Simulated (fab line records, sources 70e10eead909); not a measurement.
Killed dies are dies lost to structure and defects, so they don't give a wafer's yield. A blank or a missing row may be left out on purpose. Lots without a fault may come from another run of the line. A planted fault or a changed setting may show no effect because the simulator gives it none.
fab line records | flow nand_harc
record lots=7 wafers=21 last_day=24
route steps=1159 shown A_WL_FILL@839 A_CONTACT@840
lots that met no fault: from a run of the same line without faults
start_h: hours from the record's first day to the start of the lot's first wafer shown | wait_h: hours since the lot's step before | " the same as in the row above | L1.1+2: a row that stands for several wafers | - no value, or no start given | * or withheld: withheld | < > ~ a bound
route shown NAME@n: a module of which the file shows steps, and the number in the route of the first | usual: mean/standard deviation of fault-free wafers | same: alike in all rows | chamber/n: place in a boat | sites: the reading at each site | _std_site: their standard deviation | _edge_site: outer sites' mean less inner sites' | radius_mm: how far each site lies from the wafer's centre | mask NAME#n: copy n | behind: the tool/chamber that last shaped the wafer | hold: why the lot was held/for how many hours/how that ended | device: the transistor (n, p or np) that didn't switch | end of line: the same wafers' tests at the end of the route | a step without rows: its recipe alone | killed: dies lost to structure and defects at the first sort, not the wafer's yield | map: a wafer's dies, x killed, . not, _ none there
set.NAME: the setting as run; set.NAME@STEP: as run at that earlier step | model.NAME: the simulator's own value behind a step, which no gauge read
lots at some steps of the route; a table a step, a row a wafer
services: from which hour (start_h, from the record's first day; less than 0 if before it) a tool's chamber was out of use, for how many hours, and why
## steps
# step NHARC_A_WL_FILL_INSPECT_15
# usual raw_defect_count=382/120
# columns lot.wafer tool chamber start_h wait_h raw_defect_count
L953.2 defect_inspect-01 - 392.66 0.0 383
L953.4 " - " " 354
L953.6 " - " " 231
L958.3 defect_inspect-02 - 405.92 0.0 508
L958.5 " - " " 406
L958.6 " - " " 323
L965.2 defect_inspect-01 - 449.90 0.0 496
L965.3 " - " " 290
L965.6 " - " " 258
L964.2 defect_inspect-01 - 460.47 0.0 550
L964.3 " - " " 467
L964.4 " - " " 287
L968.2 defect_inspect-01 - 463.91 0.0 350
L968.4 " - " " 302
L968.6 " - " " 342
L972.1 defect_inspect-01 - 489.66 0.0 435
L972.3 " - " " 310
L972.6 " - " " 302
L973.4 defect_inspect-01 - 493.91 0.0 638
L973.5 " - " " 586
L973.6 " - " " 533
# step NHARC_A_CONTACT_DEP_24
# recipe target_thk_a=5000 temp_c=400 pressure_torr=6.5 rf_w=900 teos_flow_sccm=161.4 flow_sccm=2650 target_thk_nm=500 gas=O2 material=SiO2
# usual heater_power_w=536/69 throttle_valve_pct=16.0/0.52
# columns lot.wafer tool chamber start_h wait_h heater_power_w throttle_valve_pct
L953.2 pecvd-04 0 392.79 0.1 572 15.4
L953.4 " 2 " " 499 16.7
L953.6 " 0 " " 606 15.6
L958.3 pecvd-04 1 406.11 0.2 519 15.8
L958.5 " 2 " " 511 16.7
L958.6 " 1 " " 527 15.8
L965.3 pecvd-02 0 450.03 0.1 519 16.5
L965.2 " 1 " " 488 15.7
L965.6 " 1 " " 541 15.5
L964.3 pecvd-02 0 460.54 0.1 553 16.6
L964.2 " 1 " " 634 15.5
L964.4 " 1 " " 463 15.5
L968.2 pecvd-04 1 464.10 0.2 437 15.8
L968.4 " 2 " " 475 17.0
L968.6 " 1 " " 472 15.8
L972.1 pecvd-01 1 489.73 0.1 594 16.6
L972.3 " 2 " " 553 16.6
L972.6 " 1 " " 624 16.4
L973.4 pecvd-04 0 494.16 0.3 542 15.8
L973.5 " 1 " " 506 15.9
L973.6 " 2 " " 533 16.6
# step NHARC_A_CONTACT_DEP_28
# recipe target_thk_a=36000 temp_c=400 material=aC
# usual throttle_valve_pct=34.999/0.0085
# columns lot.wafer tool chamber start_h wait_h throttle_valve_pct
L953.2 acl_dep-03 0 393.73 0.4 34.997
L953.4 " 0 " " 35.007
L953.6 " 0 " " 35.002
L958.3 acl_dep-01 0 409.41 2.9 35.006
L958.5 " 0 " " 35.013
L958.6 " 0 " " 34.997
L965.2 acl_dep-02 0 452.76 2.2 34.995
L965.3 " 0 " " 35.006
L965.6 " 0 454.23 3.7 34.988
L964.2 acl_dep-02 0 462.46 1.4 34.987
L964.3 " 0 " " 34.984
L964.4 " 0 " " 35.001
L968.2 acl_dep-02 0 464.95 0.4 34.999
L968.4 " 0 " " 35.013
L968.6 " 0 " " 34.986
L972.1 acl_dep-01 0 490.77 0.5 34.999
L972.3 " 0 " " 34.998
L972.6 " 0 492.61 2.3 34.995
L973.4 acl_dep-02 0 496.38 1.8 34.981
L973.5 " 0 " " 35.005
L973.6 " 0 " " 34.996
# step NHARC_A_CONTACT_DEP_29
# recipe target_thk_a=700 target_thk_nm=70 temp_c=400 pressure_torr=3.5 flow_sccm=200 rf_w=350 material=SiON
# usual heater_power_w=734/73
# columns lot.wafer tool chamber start_h wait_h heater_power_w
L953.2 pecvd-04 0 395.63 1.5 844
L953.6 " 0 " " 839
L953.4 " 1 " " 624
L958.3 pecvd-04 2 410.96 1.2 724
L958.6 " 2 " " 759
L958.5 " 0 " " 818
L965.2 pecvd-02 2 454.64 1.5 629
L965.3 " 1 " " 794
L965.6 " 0 " " 710
L964.2 pecvd-02 1 464.36 1.5 738
L964.3 " 2 " " 661
L964.4 " 2 " " 688
L968.2 pecvd-02 0 466.85 1.5 778
L968.6 " 0 " " 663
L968.4 " 1 " " 700
L972.3 pecvd-04 1 493.03 1.2 697
L972.1 " 2 " " 697
L972.6 " 2 " " 707
L973.6 pecvd-01 0 497.59 0.1 726
L973.5 " 1 " " 852
L973.4 " 2 " " 853
# step NHARC_A_CONTACT_DEHYDRATE_32
# recipe temp_c=150 time_s=120
# step NHARC_A_CONTACT_HMDS_33
# recipe time_s=30
# step NHARC_A_CONTACT_COAT_34
# recipe temp_c=260 time_s=75
# step NHARC_A_CONTACT_COAT_35
# recipe temp_c=225 time_s=65
# step NHARC_A_CONTACT_COAT_36
# recipe spin_rpm=1500 resist_thk_nm=90
# step NHARC_A_CONTACT_SOFTBAKE_37
# recipe temp_c=105 time_s=55
# step NHARC_A_CONTACT_EBR_38
# step NHARC_A_CONTACT_EXPOSE_39
# recipe na=1.35 sigma_outer=0.8 dose_mj=58.79 mask_id=A_CC_3
# usual exposure_dose_mJ_cm2=58.80/0.053 focus_offset_nm=-0.1/0.56
# columns lot.wafer tool chamber start_h wait_h mask exposure_dose_mJ_cm2 focus_offset_nm
L953.2 arfi_scanner-03 0 396.19 - A_CC_3#0 58.78 1.5
L953.4 " 0 " " A_CC_3#0 58.85 0.1
L953.6 " 0 " " A_CC_3#0 58.88 -0.4
L958.3 arfi_scanner-03 0 411.53 - A_CC_3#0 58.79 -0.7
L958.5 " 0 " " A_CC_3#0 58.78 0.5
L958.6 " 0 " " A_CC_3#0 58.81 0.1
L965.2 arfi_scanner-03 - 455.10 - A_CC_3#0 - -
L965.3 " - " " A_CC_3#0 - -
L965.6 " - " " A_CC_3#0 - -
L964.2 arfi_scanner-03 - 464.80 - A_CC_3#0 - -
L964.3 " - " " A_CC_3#0 - -
L964.4 " - " " A_CC_3#0 - -
L968.2 arfi_scanner-02 - 467.40 - A_CC_3#0 - -
L968.4 " - " " A_CC_3#0 - -
L968.6 " - " " A_CC_3#0 - -
L972.1 arfi_scanner-02 0 493.58 - A_CC_3#0 58.78 0.2
L972.3 " 0 " " A_CC_3#0 58.74 1.1
L972.6 " 0 " " A_CC_3#0 58.80 1.2
L973.4 arfi_scanner-03 0 498.10 - A_CC_3#0 58.81 -0.6
L973.5 " 0 " " A_CC_3#0 58.89 -1.2
L973.6 " 0 " " A_CC_3#0 58.85 0.7
# step NHARC_A_CONTACT_PEB_40
# recipe peb_temp_c=100 peb_time_s=65
## services
# columns tool chamber start_h hours kind
pecvd-04 - 376.24 13.0 pm
pecvd-04 0 376.24 13.0 vent_cycle
pecvd-04 1 376.24 13.0 vent_cycle
pecvd-04 2 376.24 16.4 vent_cycle
arfi_scanner-03 - 377.58 10.7 repair
pecvd-04 0 389.24 - clean
pecvd-04 1 389.24 - clean
acl_dep-03 - 407.14 13.0 pm
pecvd-01 - 418.61 13.0 pm
pecvd-01 0 418.61 13.0 vent_cycle
pecvd-01 1 418.61 13.0 vent_cycle
pecvd-01 2 418.61 13.0 vent_cycle
arfi_scanner-02 - 428.00 4.0 pm
pecvd-01 0 431.61 - clean
pecvd-01 1 431.61 - clean
pecvd-01 2 431.61 - clean
acl_dep-01 - 473.67 13.0 pm
pecvd-04 - 478.30 5.0 repair
arfi_scanner-03 - 484.00 4.0 pm
## key
first_sign step=NHARC_A_CONTACT_EXPOSE_39 reading=tool_record direction=missing
effect none on later readings
met_at NHARC_A_CONTACT_EXPOSE_39
struck_wafers L964.2,L964.3,L964.4,L965.2,L965.3,L965.6,L968.2,L968.4,L968.6
later_rows_left_out L964.2,L964.3,L964.4,L965.2,L965.3,L965.6,L968.2,L968.4,L968.6
sort_left_out L964.2,L964.3,L964.4,L965.2,L965.3,L965.6,L968.2,L968.4,L968.6
tester_left_out L964,L965,L968
onset_between 411.53 455.10
fault kind=skipped_step_whole tool=arfi_scanner-02,arfi_scanner-03 chamber=- onset_h=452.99 steps=NHARC_A_CONTACT_EXPOSE_39 scope=struck_lots_only
# tester_left_out: of these lots the tester's yield and bins aren't shown, on N5 and GAA mostly nor the transistor test; their killed dies are dies lost to structure and defects alone, not to doping, threshold or leakage, so they don't give the yield
# sort_left_out: the simulated sort isn't trusted on such a fault, so these wafers' sort isn't shown, and their yield isn't known
# later_rows_left_out: the simulator's readings of these wafers behind a module that went badly wrong aren't trusted and aren't shown, but for the sort
